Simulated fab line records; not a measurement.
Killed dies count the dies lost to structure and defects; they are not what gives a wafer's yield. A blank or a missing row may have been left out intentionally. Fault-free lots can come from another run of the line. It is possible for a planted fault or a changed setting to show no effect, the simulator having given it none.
Problem report in the 8D (eight disciplines) form, filled by code || flow nandHarc || the parts of the form that need people (team, actions taken, sign-off) are left out

1. THE ISSUE
Mean of cdNm at NHARC_A_SLIT_CD_MEAS_09: 315.4 nm across 9 wafers in 3 lots; on wafers with no fault it is 299.5 nm (standard deviation 0.6). Measured from the usual mean, that is +27 standard deviations.
The step: target cd 300 nm.
The first sign was on wafer L238.1 at day 16 18:34, on cdSem-02. The record has a number at this step for 36 wafers belonging to 12 lots. Rule for "out", or "out of limits": more than 4 standard deviations from the usual mean. The other wafers with a number count as sound.

2. WHAT IT IS AND WHAT IT IS NOT
{"question": "which readings at this step", "is": "cdNm", "is not": "-"}
{"question": "which lots", "is": "L238, L242, L243", "is not": "L231, L232, L233, L234, L235, L246, L248, L250, L252"}
{"question": "which wafers of those lots", "is": "all that have a number", "is not": "-"}
{"question": "read on which gauges", "is": "cdSem-02, cdSem-03", "is not": "cdSem-01"}
{"question": "when", "is": "from day 16 18:34", "is not": "up to then (15 sound wafers); but 12 sound wafers of L246, L248, L250, L252 came after"}

3. THE SUSPECTS, EACH WITH WHAT RULES IT OUT
Counting: any tool at a process step up to the reading is kept as a suspect provided that every lot that is out went through it and no sound lot did after the first of them.
- the gauge at NHARC_A_SLIT_CD_MEAS_09: ruled out. Those wafers that are out were read across 2 gauges (cdSem-02, cdSem-03).
- arfiScanner-03 at NHARC_A_SLIT_EXPOSE_06 (exposes mask SLIT): kept. All lots that are out passed through it, beginning with L238 at day 16 18:26, and no sound lot followed; its final sound lot before that point was L235 at day 14 20:31. Its own readings are out on those wafers: exposureDoseMJCm2.
Left after counting: arfiScanner-03 at NHARC_A_SLIT_EXPOSE_06.

4. THE CAUSE (what the simulator had put in)
Process parameters drifting: arfiScanner-03 at NHARC_A_SLIT_EXPOSE_06, beginning at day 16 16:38. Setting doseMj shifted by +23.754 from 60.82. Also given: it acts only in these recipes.
Only this tool survived the counting.

5. THE EFFECT CHAIN, in route order
Rows list readings where the struck wafers' mean (over those with a number) sits beyond 3 standard deviations from the usual. Scope: only readings with a usual standard deviation given in the record; hours: median across lots of the time from each lot's start at the first step in this table that gives one to its start at this step; sigmas: change in usual standard deviations.
{"hours": 0, "step": "NHARC_A_SLIT_EXPOSE_06", "reading": "exposureDoseMJCm2", "usual": 60.78, "on struck wafers": 80.96, "change": "+20.18", "sigmas": "+99 or more"}
{"hours": 0, "step": "NHARC_A_SLIT_CD_MEAS_09", "reading": "cdNm", "usual": "299.5 nm", "on struck wafers": 315.4, "change": "+15.9", "sigmas": "+27"}
It contains these process steps:
- NHARC_A_SLIT_EXPOSE_06: exposes mask SLIT.
Later measuring or inspecting steps at which every struck wafer that the step has a row for has a number for every such reading, and none has moved that far: NHARC_A_SLIT_OVL_MEAS_10.

6. WHAT WOULD HAVE CAUGHT IT SOONER
Counted from the fault's start at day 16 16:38, it took 2 hours until the first out-of-limits reading at a measuring or inspecting step in this record, taken at day 16 18:34.
The tool's own readings at NHARC_A_SLIT_EXPOSE_06 were out on every struck wafer that the step has a row for (exposureDoseMJCm2): an alarm limit on them would have fired on the first of those.
L242, L243, from the lots that are out (3), started NHARC_A_SLIT_EXPOSE_06 on arfiScanner-03 later than day 16 18:34. A hold on the tool at that time would have spared those 2.
